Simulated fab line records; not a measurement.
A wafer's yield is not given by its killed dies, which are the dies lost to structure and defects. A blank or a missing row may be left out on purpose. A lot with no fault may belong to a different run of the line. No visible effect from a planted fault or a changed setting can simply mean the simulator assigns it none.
A struck lot beside a sound one -- flow n5Finfet -- 14 steps out of a route of 1938
Sound: these wafers, L626.1, L626.2, L626.4. Struck: wafers L632.1, L632.5. (L632.4 of the same lot was not struck and is left out.) The cause comes at the end.
Order at every step that has rows: each side's tool, ch and its chambers, its first start. Under that, the readings that differ: sound wafers -- struck wafers -- difference of the means -- sigmas: that difference in standard deviations of wafers without a fault.
alike: same words and numbers on both sides, and readings whose means sit less than 2 such deviations apart. not compared: any withheld reading, any reading some wafer has no value for, any bound like >300 that may hide the same value, and any number with overlapping values for which the record gives no deviation.
Wherever a step has rows on one side only, a row that says differs or no value, or a row with sigmas, the two part there. When numbers do not overlap yet have no deviation, they are printed without sigmas and do not part them. A reading missing from all wafers of one side parts the sides only when that side holds two or more wafers.

first, 3 steps without rows for these wafers: N5_BEOL_M15_SPUTTER_45 (material Cu, target thk 100 nm, time 16.67 s); N5_BEOL_M15_ECD_47 (material Cu, target thk 1860 nm); N5_BEOL_M15_ANNEAL_48 (time 90 s).
N5_BEOL_M15_CMP_49: polishes, stops on SiO2, t overpolish 4.9 s, target thk 850 nm.
  sound on cmp-03 ch 0,1,3, day 11 23:17; struck on cmp-02 ch 0,3, day 14 04:44
  alike: barrierFieldEndpointS, clearingPlatenDownForcePsi, motorCurrentA, overpolishRunS
N5_BEOL_M15_THK_MEAS_50: measures by xrf.
  sound on filmMetro-01, day 11 23:35; struck on filmMetro-01, day 14 04:59
  alike: M15_THK
then, 1 step without rows for these wafers: N5_BEOL_M15_PRE_CLEAN_52 (time 15 s).
N5_BEOL_M15_DEP_53: deposits SiCN from 3MS/NH3, target thk 50 nm, time 17.8 s.
  sound on pecvd-01 ch 0,1, day 11 23:38; struck on pecvd-04 ch 2, day 14 05:03
reading,sound,struck,difference,sigmas
throttleValvePct (%),19.3 19.9 19.9,17.5 17.0,-2.4,-3
  alike: showerheadPlenumPTorr
N5_BEOL_M15_RS_MEAS_54: measurement is done with a four-point probe.
  sound on filmMetro-01, day 11 23:43; struck on filmMetro-02, day 14 05:07
  alike: M15_RS
N5_BEOL_M15_INSPECT_55: inspects for defects (darkfield).
  sound on defectInspect-02, day 11 23:44; struck on defectInspect-02, day 14 05:08
  alike: rawDefectCount
N5_BEOL_M15_RC_MEAS_101:
  sound on prober-02 ch 0, day 11 23:46; struck on prober-02 ch 0, day 14 05:23
reading,sound,struck,difference,sigmas
COMB_M6 (S/m),2.5e-11 2.1e-11 2e-11,3.3e-11 3.7e-11,+1.3e-11,+2
COMB_M8 (S/m),2.2e-11 2.2e-11 2.3e-11,3.4e-11 3.5e-11,+1.2e-11,+2
  alike: COMB_M10, COMB_M11, COMB_M12, COMB_M13, COMB_M14, COMB_M15, COMB_M15_max_site, COMB_M5, COMB_M7, COMB_M8_max_site, COMB_M9, SERP_M10, SERP_M11, SERP_M12, SERP_M13, SERP_M14, SERP_M5, SERP_M6, SERP_M7, SERP_M7_max_site, SERP_M8, SERP_M9
N5_PASSIVATION_PECVD_00: deposits SiO2 from SiH4/N2O, target thk 200 nm, time 11.2 s.
  sound on pecvd-02 ch 0,1, day 12 00:44; struck on pecvd-02 ch 0,2, day 14 06:21
  alike: heaterPowerW, showerheadPlenumPTorr, throttleValvePct
N5_MIM_BOT_DEGAS_01: time 60 s.
  sound on pvdSputter-02, day 12 02:17; struck on pvdSputter-03, day 14 06:49
  alike: heaterPowerW
N5_MIM_BOT_SPUTTER_00: material TiN, target thk 35 nm, time 89.7 s.
  sound on pvdSputter-02, day 12 02:19; struck on pvdSputter-03, day 14 06:52
reading,sound,struck,difference,sigmas
model.TiN_of_MIM_BOT_SPUTTER_00.thkNm (nm),34.6 34.6 35.2,29.8 30,-4.9,
  alike: chamberPressurePa, throttleValvePct
N5_MIM_TOP_ALD_00: deposits Al2O3, purge time 3 s, co reactant pulse time 3 s.
  sound on aldHk-02 ch 0,2,3, day 12 02:25; struck on aldHk-02 ch 0,1, day 14 06:58
  alike: precursorPulseHeightRel

WHERE THEY PART
Earliest at N5_BEOL_M15_DEP_53; latest, in this record, at N5_BEOL_M15_RC_MEAS_101. Later steps at which nothing parts them and some readings are alike: N5_PASSIVATION_PECVD_00, N5_MIM_BOT_DEGAS_01, N5_MIM_BOT_SPUTTER_00, N5_MIM_TOP_ALD_00.

WHY: what had been put in by the simulator
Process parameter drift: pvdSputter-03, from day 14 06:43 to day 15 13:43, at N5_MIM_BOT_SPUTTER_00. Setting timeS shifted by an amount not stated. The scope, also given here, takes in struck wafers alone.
